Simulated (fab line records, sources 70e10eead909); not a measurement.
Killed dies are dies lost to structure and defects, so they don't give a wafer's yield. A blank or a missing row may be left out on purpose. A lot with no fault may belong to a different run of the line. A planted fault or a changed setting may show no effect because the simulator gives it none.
A struck lot beside a sound one + flow nand harc + 21 steps out of a route of 1302
Sound: wafers L510.2, L510.4, L510.6. The struck wafers were L521.1, L521.3, L521.4. The cause is named last.
Per side, at each step with rows, come the tool, then ch with its chambers, and then its first start. Under that, the readings that differ: sound wafers + struck wafers + difference of the means + sigmas: that difference in standard deviations of wafers without a fault.
alike: readings with means less than 2 such deviations apart, plus words and numbers identical on both sides. not compared: withheld readings, readings lacking a value on some wafer, bounds such as >300 that could conceal the same value, and numbers that have no deviation in the record and whose values overlap.
Wherever a step has rows on one side only, a row that says differs or no value, or a row with sigmas, the two part there. When numbers do not overlap yet have no deviation, they are printed without sigmas and do not part them. A reading missing from all wafers of one side parts the sides only when that side holds two or more wafers.

NHARC_A_BLC_CMP_25: polishes, t overpolish 30 s, target thk 150 nm.
  sound on cmp-01 ch 1,2, day 24 18:05; struck on cmp-01 ch 0,1,2, day 28 23:41
  alike: edge zone pressure frac, motor current A, overpolish run s, slurry flow ml min, time to endpoint s
after that, 1 step had no rows for these wafers: NHARC_A_BLC_SRD_27.
NHARC_A_BLC_INSPECT_28:
  struck on defect inspect-02, day 29 00:05; sound on defect inspect-02, day 24 18:29
  alike: raw defect count
then, 8 steps without rows for these wafers: NHARC_A_M0_DEP_00 (deposits SiOC, target thk 150 nm); NHARC_A_M0_DEHYDRATE_01 (time 120 s); NHARC_A_M0_HMDS_02 (time 30 s); NHARC_A_M0_COAT_33 (time 65 s); NHARC_A_M0_COAT_03 (resist thk 90 nm); NHARC_A_M0_SOFTBAKE_04 (time 55 s); NHARC_A_M0_EBR_05; NHARC_A_M0_EXPOSE_06 (exposes mask A M0, target cd 80 nm).
NHARC_A_M0_PEB_07: peb time 65 s.
  sound on litho track-06 ch 0, day 24 19:27; struck on litho track-06 ch 0, day 29 00:54
| reading                  | sound               | struck               | difference | sigmas |
|--------------------------|---------------------|----------------------|------------|--------|
| heater power total W (W) | 157.2 156.6 157.0   | 168.8 168.9 169.2    | +12.0      | +30    |
| plate temp C (C)         | 100.01 99.86 100.07 | 105.66 105.39 105.69 | +5.60      | +43    |
then, 1 step without rows for these wafers: NHARC_A_M0_DEVELOP_08 (develop time 35 s).
NHARC_A_M0_CD_MEAS_09 targets a cd of 80 nm.
  sound on cd sem-02 ch 0, day 24 19:32; struck on cd sem-02 ch 0, day 29 00:59
| reading    | sound          | struck         | difference | sigmas |
|------------|----------------|----------------|------------|--------|
| cd nm (nm) | 80.4 80.5 81.3 | 95.5 95.1 95.8 | +14.7      | +25    |
NHARC_A_M0_OVL_MEAS_10: pitch 160 nm.
  struck on overlay-02, day 29 01:04; sound on overlay-02, day 24 19:37
| reading           | sound          | struck      | difference | sigmas |
|-------------------|----------------|-------------|------------|--------|
| overlay x nm (nm) | -0.8 -0.4 -1.1 | 1.0 1.5 1.6 | +2.1       | +2     |
  alike: overlay y nm
NHARC_A_M0_INSPECT_11:
  struck on defect inspect-02, day 29 01:07; sound on defect inspect-02, day 24 19:39
  alike: raw defect count
NHARC_A_M0_DESCUM_14: chemistry O2, time 3 s.
  sound on rie diel-13 ch 2,3, day 24 19:43; struck on rie diel-06 ch 1,2,3, day 29 01:10
| reading               | sound             | struck            | difference | sigmas |
|-----------------------|-------------------|-------------------|------------|--------|
| model.A_M0.cd nm (nm) | 80.59 80.55 81.12 | 95.46 94.31 95.49 | +14.33     |        |
  alike: drypump motor current A, oes product au, rf vpp V, showerhead plenum p Torr, throttle valve pct
  not compared: rf hours counter h
NHARC_A_M0_ETCH_34: etches the open film in N2/H2, target depth 40 nm, overetch 12 nm, time 43.94 s.
  sound on rie diel-13 ch 0,2,3, day 24 19:49; struck on rie diel-06 ch 0,2,3, day 29 01:15
  alike: drypump motor current A, oes product au, rf vpp V, showerhead plenum p Torr, throttle valve pct
  not compared: rf hours counter h
NHARC_A_M0_ETCH_15: etches the open film in C4F8/Ar, target depth 150 nm, overetch 15 nm, time 82.5 s.
  sound: rie diel-13 ch 0,1,2; struck: rie diel-06 ch 0,2,3
| reading               | sound             | struck           | difference | sigmas |
|-----------------------|-------------------|------------------|------------|--------|
| model.A_M0.cd nm (nm) | 81.36 80.33 81.19 | 95.23 94.31 95.7 | +14.12     |        |
  alike: oes product au, rf vpp V
  not compared: rf hours counter h
NHARC_A_M0_CD_MEAS_16:
  struck on cd sem-02, day 29 01:28; sound on cd sem-02, day 24 20:01
| reading    | sound          | struck         | difference | sigmas |
|------------|----------------|----------------|------------|--------|
| cd nm (nm) | 81.3 80.2 81.1 | 95.3 94.2 95.4 | +14.1      | +17    |
NHARC_A_M0_STRIP_18: strips in N2/H2.
  sound on rie diel-13 ch 1,2, day 24 20:05; struck on rie diel-06 ch 0,2,3, day 29 01:32
  alike: drypump motor current A, oes product au, rf vpp V, showerhead plenum p Torr, throttle valve pct
  not compared: rf hours counter h

WHERE THEY PART
First at NHARC_A_M0_PEB_07; last, within this record, at NHARC_A_M0_CD_MEAS_16. Later steps at which nothing parts them and some readings are alike: NHARC_A_M0_STRIP_18.

WHY: what the simulator had put in
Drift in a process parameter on litho track-06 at NHARC_A_M0_PEB_07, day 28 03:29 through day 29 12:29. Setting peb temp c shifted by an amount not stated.
